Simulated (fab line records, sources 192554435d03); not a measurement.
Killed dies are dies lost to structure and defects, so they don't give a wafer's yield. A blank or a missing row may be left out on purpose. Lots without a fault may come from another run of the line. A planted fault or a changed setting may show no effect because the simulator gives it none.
Which tool did it? | flow n5_finfet | 12 lots, 36 wafers sampled, at 3 steps of a route of 1938

WHAT THE GAUGES READ, wafer by wafer
N5_BEOL_M4_OVL_MEAS_29.
lot  | measured     | on         | V3_OVL (nm)
L076 | day 7 15:44  | overlay-01 | -0.3 0.0 0.2
L077 | day 8 03:19  | overlay-01 | 0.1 0.1 0.5
L079 | day 9 00:23  | overlay-01 | 0.6 0.9 0.8
L082 | day 9 14:41  | overlay-02 | -0.6 -0.2 -0.7
L083 | day 9 19:13  | overlay-02 | -0.2 0.0 0.0
L085 | day 10 11:17 | overlay-01 | -0.8 -0.4 -0.4
L087 | day 11 05:04 | overlay-01 | 0.4 -0.1 0.4
L090 | day 11 19:25 | overlay-01 | 1.0 0.2 0.7
L091 | day 12 02:05 | overlay-02 | -0.8 -0.8 -0.9
L094 | day 12 13:31 | overlay-01 | 0.4 0.4 -0.2
L095 | day 12 19:20 | overlay-01 | -0.5 0.8 -0.4
L097 | day 13 18:24 | overlay-01 | 0.1 0.5 -0.1

WHICH TOOL RAN EACH LOT (tool, then ch and the chambers of the sampled wafers, then the start)
lot  | N5_BEOL_M3_SPUTTER_92        | N5_BEOL_M4_HM_OPEN_17
L076 | pvd_sputter-02, day 7 11:08  | rie_metal-02 ch 0,1, day 7 15:13
L077 | pvd_sputter-03, day 7 23:04  | rie_metal-02 ch 0,1, day 8 02:44
L079 | pvd_sputter-01, day 8 17:25  | rie_metal-01 ch 0,1, day 8 23:43
L082 | pvd_sputter-02, day 9 09:15  | rie_metal-02 ch 0,1, day 9 13:57
L083 | pvd_sputter-03, day 9 12:02  | rie_metal-01 ch 0,1, day 9 18:41
L085 | pvd_sputter-02, day 10 06:27 | rie_metal-01 ch 0,1, day 10 10:45
L087 | pvd_sputter-01, day 11 01:47 | rie_metal-02 ch 0, day 11 04:26
L090 | pvd_sputter-02, day 11 14:23 | rie_metal-02 ch 0,1, day 11 18:55
L091 | pvd_sputter-03, day 11 21:47 | rie_metal-03 ch 0,1, day 12 01:16
L094 | pvd_sputter-02, day 12 09:32 | rie_metal-02 ch 0,1, day 12 12:58
L095 | pvd_sputter-03, day 12 14:04 | rie_metal-02 ch 0,1, day 12 18:32
L097 | pvd_sputter-02, day 13 14:41 | rie_metal-03 ch 0, day 13 17:44
- N5_BEOL_M3_SPUTTER_92: material Cu, target thk 4.5 nm, time 8.29 s.
- N5_BEOL_M4_HM_OPEN_17: chemistry Cl2/BCl3, target TiN, target depth 20 nm, overetch 6 nm.

THE ANSWER, worked out from the rows above alone
Rule: what is usual is taken from the lots themselves. Put in order of their means at a reading, lots are off if they are a third of the lots or fewer, leave a main group of 4 or more, and stand apart from it by a gap of 3 or more times the standard deviation of the main group's means; of several such gaps the widest counts. A main group whose means are all the same, to the digits that the tables above print for the reading, isn't used. A lot without any number at a reading at which 4 lots or more have one is off too. The other lots that the step has rows for count as sound.
No lot is off at any reading shown: from this, nothing can be told.

WHAT THE SIMULATOR HAD PUT IN
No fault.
